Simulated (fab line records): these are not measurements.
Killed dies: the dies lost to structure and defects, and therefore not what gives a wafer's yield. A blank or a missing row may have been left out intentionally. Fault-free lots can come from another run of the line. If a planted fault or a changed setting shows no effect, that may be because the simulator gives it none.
fab line records	flow n5Finfet
record lots=7	wafers=21
route steps=1938 shown BEOL_M4@1053 BEOL_M7@1263 BEOL_M8@1335
startH: the number of hours between the record's first day and the start of the first shown wafer of the lot	waitH: hours elapsed since this lot's preceding step	" identical to the entry in the row above	L1.1+2: one row covering several wafers at once	- either no value or no given start	* or withheld: withheld	< > ~ a bound
route shown NAME@n: NAME is a module with steps in the file, n the number in the route of the first one	usual: average and standard deviation across the fault-free wafers	same: alike in all rows	chamber/n: place in a boat	sites: the reading at each site	_std_site: standard deviation across them	_edge_site: the outer-site mean with the inner-site mean subtracted	radiusMm: for every site, how far away it sits from the centre of the wafer	mask NAME#n: copy n	behind: the tool/chamber that last shaped the wafer	hold: cause of the lot's hold/its duration in hours/its outcome	device: which transistor (n, p or np) failed to switch	end of line: tests run on the same wafers once the route is complete	a step with no rows: only its recipe	killed: the dies lost at the first sort to structure and to defects; this is not the yield of the wafer	map: a wafer's dies, x killed, . not, _ none there
set.NAME: the setting as run; set.NAME@STEP: as run at that earlier step	model.NAME: the simulator's own value behind a step, which no gauge read
lots run with intentionally changed settings; tables by step, rows by wafer
## steps
# step N5_BEOL_M4_EXPOSE_25
# recipe maskId=V3	na=0.33	sourceShape=quasar	sigmaInner=0.2	sigmaOuter=0.8	polarization=unpolarized	defocusNm=5	doseMj=63
lot.wafer	tool	chamber	startH	waitH	mask	set.doseMj
L078.1	euvScanner-01	0	193.15	-	V3#0	63
L078.4+6	"	0	"	"	V3#0	59.2
L079.2+3	euvScanner-02	0	194.74	-	V3#0	63
L079.5	"	0	"	"	V3#0	59.44
L089.2+5	euvScanner-01	0	246.43	-	V3#0	63
L089.4	"	0	"	"	V3#0	61.03
L092.2+3	euvScanner-02	0	264.40	-	V3#0	65.57
L092.5	"	0	"	"	V3#0	63
L091.1+3	euvScanner-01	0	270.81	-	V3#0	63
L091.4	"	0	"	"	V3#0	59.27
L093.3+5+6	euvScanner-02	0	275.68	-	V3#0	63
L097.2+3+4	euvScanner-01	0	310.91	-	V3#0	63
# step N5_BEOL_M4_PEB_26
# recipe pebTempC=100	pebTimeS=60	resist=CAR-EUV
# step N5_BEOL_M4_DEVELOP_27
# recipe developTimeS=30	developer=TMAH	resist=CAR-EUV	rinseLiquid=surfactantRinse	dry=airSpin	devTempC=23
# step N5_BEOL_M4_CD_MEAS_28
# recipe targetCdNm=26.2	landingEnergyEv=500	detector=seInlens	targetCdYNm=24.1	polarity=opening
# usual cdNm=26.21/0.22
lot.wafer	tool	chamber	startH	waitH	set.doseMj@BEOL_M4_EXPOSE_25	cdNm
L078.1	cdSem-03	0	193.30	-	63	26.31
L078.4	"	0	"	"	59.2	25.09
L078.6	"	0	"	"	59.2	24.97
L079.2	cdSem-03	0	194.87	-	63	26.17
L079.3	"	0	"	"	63	26.21
L079.5	"	0	"	"	59.44	25.15
L089.2	cdSem-01	0	246.57	-	63	25.85
L089.4	"	0	"	"	61.03	25.20
L089.5	"	0	"	"	63	25.64
L092.2	cdSem-01	0	264.54	-	65.57	26.55
L092.3	"	0	"	"	65.57	26.98
L092.5	"	0	"	"	63	26.13
L091.1	cdSem-01	0	270.96	-	63	26.27
L091.3	"	0	"	"	63	26.34
L091.4	"	0	"	"	59.27	25.25
L093.3	cdSem-03	0	275.81	-	63	26.31
L093.5	"	0	"	"	63	26.03
L093.6	"	0	"	"	63	26.04
L097.2	cdSem-01	0	311.05	-	63	26.32
L097.3	"	0	"	"	63	25.97
L097.4	"	0	"	"	63	26.26
# step N5_BEOL_M4_ALD_98
# recipe material=SiO2	targetThkA=25	tempC=100	aldPrecursorFamily=BDEAS	aldCoReactant=O2-plasma	pulseTimeS=1	coReactantPulseTimeS=1	purgeTimeS=2	coReactantPurgeTimeS=2	aldCycles=17	pressureTorr=2
# step N5_BEOL_M4_ETCHBACK_99
# recipe chemistry=CHF3	target=SiO2	targetDepthA=50	timeS=10.4	sourceW=215	biasW=47	Ar_flow_sccm=200	CHF3_flow_sccm=12	ionEnergyEv=100	pressureMtorr=30
# step N5_BEOL_M4_ETCH_70
# recipe chemistry=N2/H2	target=SOC	targetDepthA=800	overetchA=240	maskMaterial=SiARC	tempC=40	timeS=130	ionEnergyEv=200	pressureMtorr=30	sourceW=840	biasW=150	n2FlowSccm=200	h2FlowSccm=200
lot.wafer	tool	chamber	startH	waitH	set.spinRpm@BEOL_M4_COAT_67	model.etch.depthNm
L078.1	rieDiel-03	3	195.52	0.0	1500	59.91
L078.4	"	1	"	"	1500	59.96
L078.6	"	1	"	"	1589	58.29
L079.2	rieDiel-02	0	197.47	0.0	1500	60.13
L079.3+5	"	3,1	"	"	1500	60.01
L089.2	rieDiel-02	2	257.20	0.0	1555	59.06
L089.4	"	0	"	"	1555	59
L089.5	"	0	"	"	1500	60.07
L092.2	rieDiel-04	2	266.96	0.0	1558	58.92
L092.3	"	1	"	"	1558	58.97
L092.5	"	3	"	"	1558	58.93
L091.1	rieDiel-03	1	279.22	0.0	1430	61.51
L091.3	"	3	"	"	1500	59.89
L091.4	"	2	"	"	1500	59.9
L093.3	rieDiel-04	1	281.62	0.0	1654	57.12
L093.5	"	2	"	"	1500	59.93
L093.6	"	3	"	"	1500	60.1
L097.2	rieDiel-03	3	316.58	0.0	1500	60.09
L097.3	"	2	"	"	1500	60.19
L097.4	"	1	"	"	1500	60.08
# step N5_BEOL_M4_STRIP_71
# recipe chemistry=N2/H2	tempC=40	n2FlowSccm=200	h2FlowSccm=200	rfFrequencyHz=6e+07
# step N5_BEOL_M4_STRIP_78
# recipe chemistry=N2/H2	tempC=40	n2FlowSccm=200	h2FlowSccm=200	rfFrequencyHz=6e+07
# step N5_BEOL_M4_VIA_ETCH_34
# recipe chemistry=C4F6/O2	targetDepthA=694	maskMaterial=SOC	pressureMtorr=15	ionEnergyEv=250	taperDeg=4	timeS=65.9	sourceW=350	biasW=170	Ar_flow_sccm=300	C4F6_flow_sccm=10	O2_flow_sccm=10
lot.wafer	tool	chamber	startH	waitH	set.spinRpm@BEOL_M4_COAT_67	model.SOC_of_BEOL_M4_COAT_67.thkNm
L078.1	rieDiel-03	3	195.63	0.0	1500	52
L078.4	"	1	"	"	1500	51.6
L078.6	"	1	"	"	1589	50
L079.2	rieDiel-02	0	197.58	0.0	1500	52.2
L079.3+5	"	3,1	"	"	1500	51.8
L089.2+4	rieDiel-02	2,0	257.30	0.0	1555	51
L089.5	"	0	"	"	1500	52.2
L092.2	rieDiel-04	2	267.06	0.0	1558	50.4
L092.3	"	1	"	"	1558	51
L092.5	"	3	"	"	1558	50.8
L091.1	rieDiel-03	1	279.33	0.0	1430	53.2
L091.3	"	3	"	"	1500	52
L091.4	"	2	"	"	1500	51.6
L093.3	rieDiel-04	1	281.73	0.0	1654	49
L093.5	"	2	"	"	1500	51.6
L093.6	"	3	"	"	1500	51.8
L097.2	rieDiel-03	3	316.69	0.0	1500	52.4
L097.3+4	"	2,1	"	"	1500	52
# step N5_BEOL_M7_ILD_DEP_00
# recipe material=SiCOH_lowk	targetThkA=1797.5	tempC=300	precursor=DEMS/porogen	pressureTorr=5	rfW=500	timeS=33.4
lot.wafer	tool	chamber	startH	waitH	set.timeS	model.SiCOH_lowk_of_BEOL_M7_ILD_DEP_00.thkNm
L078.1	pecvd-04	1	221.19	0.0	31.43	169.4
L078.4	"	0	"	"	31.43	174
L078.6	"	2	"	"	33.4	179.4
L079.2	pecvd-04	2	223.28	0.0	33.4	175.8
L079.3	"	1	"	"	33.4	177.8
L079.5	"	1	"	"	33.4	181.8
L089.2	pecvd-04	2	282.87	0.0	33.4	178
L089.4	"	0	"	"	33.4	182.2
L089.5	"	2	"	"	33.4	179.6
L092.2	pecvd-04	2	293.81	0.0	33.4	178.8
L092.3	"	0	"	"	33.4	181.4
L092.5	"	1	"	"	36.27	196.4
L091.1	pecvd-03	0	305.37	0.0	33.4	176.4
L091.3	"	2	"	"	29.88	159.6
L091.4	"	0	"	"	33.4	180
L093.3	pecvd-02	0	306.35	0.0	33.4	177.2
L093.5	"	0	"	"	33.4	182.2
L093.6	"	1	"	"	33.4	181.6
L097.2	pecvd-02	2	343.39	0.0	33.4	179
L097.3	"	0	"	"	33.4	179.4
L097.4	"	2	"	"	33.4	182.6
# step N5_BEOL_M7_CURE_74
# recipe tempC=385	timeS=240	ambient=He/Ar	material=SiCOH_lowk
lot.wafer	tool	chamber	startH	waitH	set.timeS@BEOL_M7_ILD_DEP_00	model.SiCOH_lowk_of_BEOL_M7_ILD_DEP_00.thkNm
L078.1	uvCure-03	0	221.26	0.0	31.43	146
L078.4	"	0	"	"	31.43	150
L078.6	"	0	"	"	33.4	154.6
L079.2	uvCure-01	0	223.42	0.1	33.4	151.6
L079.3	"	0	"	"	33.4	153.4
L079.5	"	0	"	"	33.4	156.8
L089.2	uvCure-03	0	283.01	0.1	33.4	153.4
L089.4	"	0	"	"	33.4	157.2
L089.5	"	0	"	"	33.4	154.8
L092.2	uvCure-02	2	293.96	0.1	33.4	154.2
L092.3	"	2	"	"	33.4	156.4
L092.5	"	2	"	"	36.27	169.4
L091.1	uvCure-03	0	305.44	0.0	33.4	152.2
L091.3	"	0	"	"	29.88	137.4
L091.4	"	0	"	"	33.4	155.2
L093.3	uvCure-01	0	306.57	0.2	33.4	152.8
L093.5	"	0	"	"	33.4	157
L093.6	"	0	"	"	33.4	156.6
L097.2	uvCure-03	2	343.53	0.1	33.4	154.4
L097.3	"	2	"	"	33.4	154.8
L097.4	"	2	"	"	33.4	157.4
# step N5_BEOL_M7_THK_MEAS_01
# recipe reads=SiCOH_lowk_of_BEOL_M7_ILD_DEP_00
# usual M7_ILD_THK=155.4/1.9
lot.wafer	tool	chamber	startH	waitH	set.timeS@BEOL_M7_ILD_DEP_00	M7_ILD_THK[nm]
L078.1	filmMetro-01	-	221.77	0.4	31.43	146.0
L078.4	"	-	"	"	31.43	150.1
L078.6	"	-	"	"	33.4	154.5
L079.2	filmMetro-01	-	223.86	0.4	33.4	151.5
L079.3	"	-	"	"	33.4	153.3
L079.5	"	-	"	"	33.4	156.8
L089.2	filmMetro-01	-	283.45	0.4	33.4	153.4
L089.4	"	-	"	"	33.4	157.1
L089.5	"	-	"	"	33.4	154.9
L092.2	filmMetro-01	-	294.39	0.4	33.4	154.2
L092.3	"	-	"	"	33.4	156.5
L092.5	"	-	"	"	36.27	169.4
L091.1	filmMetro-02	-	306.43	0.8	33.4	152.3
L091.3	"	-	"	"	29.88	137.4
L091.4	"	-	"	"	33.4	155.2
L093.3	filmMetro-01	-	306.93	0.3	33.4	152.7
L093.5	"	-	"	"	33.4	157.0
L093.6	"	-	"	"	33.4	156.6
L097.2	filmMetro-02	-	343.96	0.4	33.4	154.4
L097.3	"	-	"	"	33.4	154.7
L097.4	"	-	"	"	33.4	157.5
# step N5_BEOL_M7_HM_DEP_02
# recipe material=TiN	targetThkA=200	tempC=25	chamberPressurePa=0.49996
lot.wafer	tool	chamber	startH	waitH	set.targetThkA	model.TiN_of_BEOL_M7_HM_DEP_02.thkNm
L078.1	pvdSputter-02	-	222.46	0.6	200	20
L078.4+6	"	-	"	"	200	19.8
L079.2	pvdSputter-02	-	225.66	1.7	200	19.8
L079.3	"	-	"	"	200	19.4
L079.5	"	-	"	"	210.7	20.6
L089.2	pvdSputter-03	-	285.26	1.8	200	20.2
L089.4+5	"	-	"	"	225.4	22.4
L092.2+3	pvdSputter-01	-	295.37	0.9	184.4	18.6
L092.5	"	-	"	"	200	20
L091.1	pvdSputter-03	-	308.08	1.6	200	19.6
L091.3+4	"	-	"	"	200	19.8
L093.3	pvdSputter-03	-	308.18	1.2	200	20.4
L093.5	"	-	"	"	212.3	21.4
L093.6	"	-	"	"	212.3	21.6
L097.2+3+4	pvdSputter-02	-	344.26	0.2	200	19.6
# step N5_BEOL_M7_COAT_59
# recipe resist=SOC	tempC=250	timeS=60	spinRpm=1500	resistThkNm=100
# step N5_BEOL_M7_COAT_60
# recipe resist=SiARC	tempC=220	timeS=60	spinRpm=1500	resistThkNm=35
# step N5_BEOL_M7_STRIP_68
# recipe chemistry=N2/H2	tempC=40	n2FlowSccm=200	h2FlowSccm=200	rfFrequencyHz=6e+07
# step N5_BEOL_M7_STRIP_67
# recipe chemistry=CF4	resist=SiARC	powerW=300	biasPowerW=75	pressureMtorr=50	cf4FlowSccm=150	rfFrequencyHz=6e+07
# step N5_BEOL_M7_HM_OPEN_17
# recipe chemistry=Cl2/BCl3	targetDepthA=200	overetchA=60	target=TiN	maskMaterial=SOC	ionEnergyEv=150	pressureMtorr=10	icpW=1000	biasW=126	Cl2_flow_sccm=53.25	bcl3FlowSccm=21.75	Ar_flow_sccm=25
lot.wafer	tool	chamber	startH	waitH	set.targetThkA@BEOL_M7_HM_DEP_02	model.etch.depthNm
L078.1	rieMetal-01	0	223.34	0.0	200	19.93
L078.4	"	0	"	"	200	19.87
L078.6	"	1	"	"	200	19.83
L079.2	rieMetal-01	1	226.98	0.0	200	19.72
L079.3	"	1	"	"	200	19.47
L079.5	"	0	"	"	210.7	20.55
L089.2	rieMetal-03	0	286.00	0.0	200	20.12
L089.4	"	0	"	"	225.4	22.34
L089.5	"	0	"	"	225.4	22.48
L092.2	rieMetal-01	1	296.23	0.0	184.4	18.53
L092.3	"	1	"	"	184.4	18.54
L092.5	"	1	"	"	200	20.05
L091.1	rieMetal-02	1	308.82	0.0	200	19.69
L091.3	"	1	"	"	200	19.83
L091.4	"	1	"	"	200	19.88
L093.3	rieMetal-03	1	309.18	0.1	200	20.33
L093.5	"	0	"	"	212.3	21.39
L093.6	"	1	"	"	212.3	21.55
L097.2+3	rieMetal-01	0	346.37	0.1	200	19.6
L097.4	"	0	"	"	200	19.55
# step N5_BEOL_M7_ETCH_66
# recipe chemistry=N2/H2	target=SOC	targetDepthA=800	overetchA=160	maskMaterial=SiARC	tempC=40	timeS=120	ionEnergyEv=200	pressureMtorr=30	sourceW=840	biasW=150	n2FlowSccm=200	h2FlowSccm=200
lot.wafer	tool	chamber	startH	waitH	set.timeS	model.SiARC_of_BEOL_M7_COAT_64.thkNm
L078.1	rieDiel-06	2	225.18	0.0	112.7	7
L078.4	"	0	"	"	120	6.8
L078.6	"	3	"	"	120	6.2
L079.2	rieDiel-05	3	227.99	0.0	144.6	5.4
L079.3	"	2	"	"	120	6.2
L079.5	"	2	"	"	144.6	5
L089.2	rieDiel-01	2	287.49	0.0	144	5.2
L089.4+5	"	1	"	"	120	6.2
L092.2+5	rieDiel-05	1	299.46	0.0	112.5	6.4
L092.3	"	2	"	"	112.5	6.6
L091.1	rieDiel-06	2	309.88	0.0	141.1	5.6
L091.3	"	3	"	"	120	6.4
L091.4	"	1	"	"	120	6.6
L093.3+5+6	rieDiel-05	0,0,2	310.00	0.0	120	6.2
L097.2	rieDiel-01	2	348.09	0.0	120	6.4
L097.3	"	0	"	"	120	6.8
L097.4	"	1	"	"	120	6.2
# step N5_BEOL_M7_VIA_ETCH_34
# recipe chemistry=C4F6/O2	target=SiCOH_lowk	targetDepthA=1255	maskMaterial=SOC	taperDeg=4	timeS=50.5	ionEnergyEv=250	pressureMtorr=30	sourceW=345	biasW=185	Ar_flow_sccm=300	C4F6_flow_sccm=10	O2_flow_sccm=10
# usual rfVppV=667/9.6
lot.wafer	tool	chamber	startH	waitH	set.sourceW	rfVppV
L078.1	rieDiel-06	2	225.29	0.0	322.7	673
L078.4	"	0	"	"	345	662
L078.6	"	3	"	"	322.7	678
L079.2	rieDiel-05	3	228.09	0.0	345	658
L079.3	"	2	"	"	345	679
L079.5	"	2	"	"	345	678
L089.2	rieDiel-01	2	287.59	0.0	345	665
L089.4	"	1	"	"	364	652
L089.5	"	1	"	"	345	672
L092.2	rieDiel-05	1	299.56	0.0	345	681
L092.3	"	2	"	"	404.2	625
L092.5	"	1	"	"	404.2	628
L091.1	rieDiel-06	2	309.98	0.0	345	651
L091.3	"	3	"	"	345	654
L091.4	"	1	"	"	377.6	628
L093.3	rieDiel-05	0	310.10	0.0	345	671
L093.5	"	0	"	"	345	670
L093.6	"	2	"	"	345	679
L097.2	rieDiel-01	2	348.19	0.0	345	665
L097.3	"	0	"	"	345	657
L097.4	"	1	"	"	345	672
# step N5_BEOL_M8_PECVD_70
# recipe material=SiO2	targetThkA=200	tempC=400	precursor=TEOS/O2	pressureTorr=5.5	rfW=450	teosFlowSccm=53.8	gas=O2	flowSccm=3000	timeS=22.7
lot.wafer	tool	chamber	startH	waitH	set.timeS	model.SiO2_of_BEOL_M8_PECVD_70.thkNm
L078.1	pecvd-01	0	229.82	0.0	22.7	19.6
L078.4	"	0	"	"	22.7	20.2
L078.6	"	0	"	"	22.7	20
L079.2	pecvd-01	0	231.87	0.0	25.12	21.4
L079.3+5	"	1,0	"	"	22.7	20
L089.2	pecvd-01	0	291.44	0.0	21.55	18.6
L089.4+5	"	2,1	"	"	21.55	19.2
L092.2+3	pecvd-01	1,0	303.97	0.0	22.7	19.8
L092.5	"	2	"	"	22.7	20.2
L091.1	pecvd-01	0	313.98	0.0	25.02	21.8
L091.3	"	1	"	"	25.02	21.6
L091.4	"	1	"	"	22.7	20
L093.3	pecvd-04	1	314.24	0.0	22.7	19.8
L093.5	"	0	"	"	19.62	17.6
L093.6	"	1	"	"	22.7	20.4
L097.2	pecvd-01	1	353.65	0.0	22.7	19.6
L097.3	"	2	"	"	22.7	19.8
L097.4	"	1	"	"	22.7	20.2
# step N5_BEOL_M8_COAT_59
# recipe resist=SOC	tempC=250	timeS=60	spinRpm=1500	resistThkNm=100
lot.wafer	tool	chamber	startH	waitH	set.spinRpm	model.SOC_of_BEOL_M8_COAT_59.thkNm
L078.1+6	lithoTrack-02	0	230.96	0.1	1500	100
L078.4	"	0	"	"	1632	96
L079.2	lithoTrack-01	0	233.00	0.1	1662	94.8
L079.3	"	0	"	"	1662	95
L079.5	"	0	"	"	1500	100.2
L089.2	lithoTrack-02	0	291.88	0.1	1369	104.4
L089.4+5	"	0	"	"	1500	99.8
L092.2	lithoTrack-03	0	305.00	0.1	1500	100.2
L092.3	"	0	"	"	1500	100.4
L092.5	"	0	"	"	1619	96.4
L091.1	lithoTrack-03	0	314.48	0.1	1337	105.8
L091.3	"	0	"	"	1337	106
L091.4	"	0	"	"	1500	99.8
L093.3	lithoTrack-03	0	314.88	0.1	1500	99.8
L093.5	"	0	"	"	1386	104.2
L093.6	"	0	"	"	1386	104
L097.2+4	lithoTrack-03	0	356.01	0.1	1500	100.2
L097.3	"	0	"	"	1500	99.8
# step N5_BEOL_M8_COAT_60
# recipe resist=SiARC	tempC=220	timeS=60	spinRpm=1500	resistThkNm=35
# step N5_BEOL_M8_COAT_05
# recipe resist=CAR-ArF	spinRpm=1500	resistThkNm=90
# step N5_BEOL_M8_DESCUM_16
# recipe chemistry=O2	timeS=7.9	sourcePowerW=50	biasPowerW=20	pressureMtorr=20	rfFrequencyHz=2.712e+07	tempC=40	resist=CAR-ArF	o2FlowSccm=225
# step N5_BEOL_M8_ETCH_61
# recipe chemistry=CF4	target=SiARC	targetDepthA=455	maskMaterial=CAR-ArF	timeS=75.8	ionEnergyEv=80	pressureMtorr=40	sourceW=545	biasW=36	Ar_flow_sccm=100	cf4FlowSccm=100	ends=cleared
# step N5_BEOL_M8_ETCH_62
# recipe chemistry=N2/H2	target=SOC	targetDepthA=1100	overetchA=220	maskMaterial=SiARC	tempC=40	timeS=165	ionEnergyEv=200	pressureMtorr=30	sourceW=840	biasW=150	n2FlowSccm=200	h2FlowSccm=200
lot.wafer	tool	chamber	startH	waitH	set.spinRpm@BEOL_M8_COAT_59	model.etch.depthNm
L078.1	rieDiel-04	1	231.50	0.0	1500	99.9
L078.4	"	0	"	"	1632	96.1
L078.6	"	2	"	"	1500	100.1
L079.2	rieDiel-03	1	233.56	0.0	1662	94.74
L079.3	"	0	"	"	1662	94.92
L079.5	"	0	"	"	1500	100.2
L089.2	rieDiel-04	2	292.43	0.0	1369	104.4
L089.4	"	3	"	"	1500	99.89
L089.5	"	3	"	"	1500	99.88
L092.2	rieDiel-02	0	305.67	0.0	1500	100.2
L092.3	"	3	"	"	1500	100.4
L092.5	"	2	"	"	1619	96.47
L091.1	rieDiel-03	0	314.91	0.0	1337	105.8
L091.3	"	2	"	"	1337	106.1
L091.4	"	3	"	"	1500	99.86
L093.3	rieDiel-03	1	315.32	0.0	1500	99.89
L093.5	"	1	"	"	1386	104.2
L093.6	"	0	"	"	1386	104
L097.2	rieDiel-04	3	356.69	0.0	1500	100.2
L097.3	"	2	"	"	1500	99.89
L097.4	"	0	"	"	1500	100.3
# step N5_BEOL_M8_STRIP_68
# recipe chemistry=N2/H2	tempC=40	n2FlowSccm=200	h2FlowSccm=200	rfFrequencyHz=6e+07
# step N5_BEOL_M8_STRIP_67
# recipe chemistry=CF4	resist=SiARC	powerW=300	biasPowerW=75	pressureMtorr=50	cf4FlowSccm=150	rfFrequencyHz=6e+07
# step N5_BEOL_M8_HM_OPEN_17
# recipe chemistry=Cl2/BCl3	targetDepthA=200	overetchA=60	target=TiN	maskMaterial=SOC	ionEnergyEv=150	pressureMtorr=10	icpW=1000	biasW=126	Cl2_flow_sccm=53.25	bcl3FlowSccm=21.75	Ar_flow_sccm=25
lot.wafer	tool	chamber	startH	waitH	set.spinRpm@BEOL_M8_COAT_59	model.SOC_of_BEOL_M8_COAT_59.thkNm
L078.1	rieMetal-01	0	231.68	0.0	1500	91.8
L078.4	"	1	"	"	1632	88
L078.6	"	0	"	"	1500	92
L079.2	rieMetal-03	1	233.75	0.0	1662	86.6
L079.3	"	1	"	"	1662	86.8
L079.5	"	0	"	"	1500	92.2
L089.2	rieMetal-03	1	292.62	0.0	1369	96.2
L089.4	"	1	"	"	1500	91.6
L089.5	"	0	"	"	1500	91.8
L092.2+3	rieMetal-01	1	305.86	0.0	1500	92.2
L092.5	"	1	"	"	1619	88.4
L091.1	rieMetal-03	1	315.10	0.0	1337	97.6
L091.3	"	1	"	"	1337	97.8
L091.4	"	0	"	"	1500	91.8
L093.3	rieMetal-02	1	315.56	0.1	1500	92
L093.5	"	1	"	"	1386	96.2
L093.6	"	1	"	"	1386	96
L097.2+4	rieMetal-02	0	356.88	0.0	1500	92.4
L097.3	"	1	"	"	1500	92
## key
split step=N5_BEOL_M4_EXPOSE_25	setting=doseMj	stated=63	by=wafer
response step=N5_BEOL_M4_CD_MEAS_28	reading=cdNm	change=+0.186	per=1%	r=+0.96
split step=N5_BEOL_M7_ILD_DEP_00	setting=timeS	stated=33.4	by=wafer
response step=N5_BEOL_M7_ILD_DEP_00	reading=model.SiCOH_lowk_of_BEOL_M7_ILD_DEP_00.thkNm	change=+1.74	per=1%	r=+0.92
response step=N5_BEOL_M7_CURE_74	reading=model.SiCOH_lowk_of_BEOL_M7_ILD_DEP_00.thkNm	change=+1.51	per=1%	r=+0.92
response step=N5_BEOL_M7_THK_MEAS_01	reading=M7_ILD_THK	change=+1.5	per=1%	r=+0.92
split step=N5_BEOL_M7_HM_DEP_02	setting=targetThkA	stated=200	by=wafer
response step=N5_BEOL_M7_HM_DEP_02	reading=model.TiN_of_BEOL_M7_HM_DEP_02.thkNm	change=+0.177	per=1%	r=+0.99
response step=N5_BEOL_M7_HM_OPEN_17	reading=model.etch.depthNm	change=+0.184	per=1%	r=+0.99
split step=N5_BEOL_M7_ETCH_66	setting=timeS	stated=120	by=wafer
response step=N5_BEOL_M7_ETCH_66	reading=model.SiARC_of_BEOL_M7_COAT_64.thkNm	change=-0.0509	per=1%	r=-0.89
split step=N5_BEOL_M7_VIA_ETCH_34	setting=sourceW	stated=345	by=wafer
response step=N5_BEOL_M7_VIA_ETCH_34	reading=rfVppV	change=-2.94	per=1%	r=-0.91
split step=N5_BEOL_M8_PECVD_70	setting=timeS	stated=22.7	by=wafer
response step=N5_BEOL_M8_PECVD_70	reading=model.SiO2_of_BEOL_M8_PECVD_70.thkNm	change=+0.165	per=1%	r=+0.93
split step=N5_BEOL_M8_COAT_59	setting=spinRpm	stated=1500	by=wafer
response step=N5_BEOL_M8_COAT_59	reading=model.SOC_of_BEOL_M8_COAT_59.thkNm	change=-0.516	per=1%	r=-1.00
response step=N5_BEOL_M8_ETCH_62	reading=model.etch.depthNm	change=-0.51	per=1%	r=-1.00
response step=N5_BEOL_M8_HM_OPEN_17	reading=model.SOC_of_BEOL_M8_COAT_59.thkNm	change=-0.508	per=1%	r=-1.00
split outsideThisFile step=N5_BEOL_M4_COAT_67 setting=spinRpm
# split outsideThisFile: this setting was split too, and the file shows its column; the key of that split is in another file
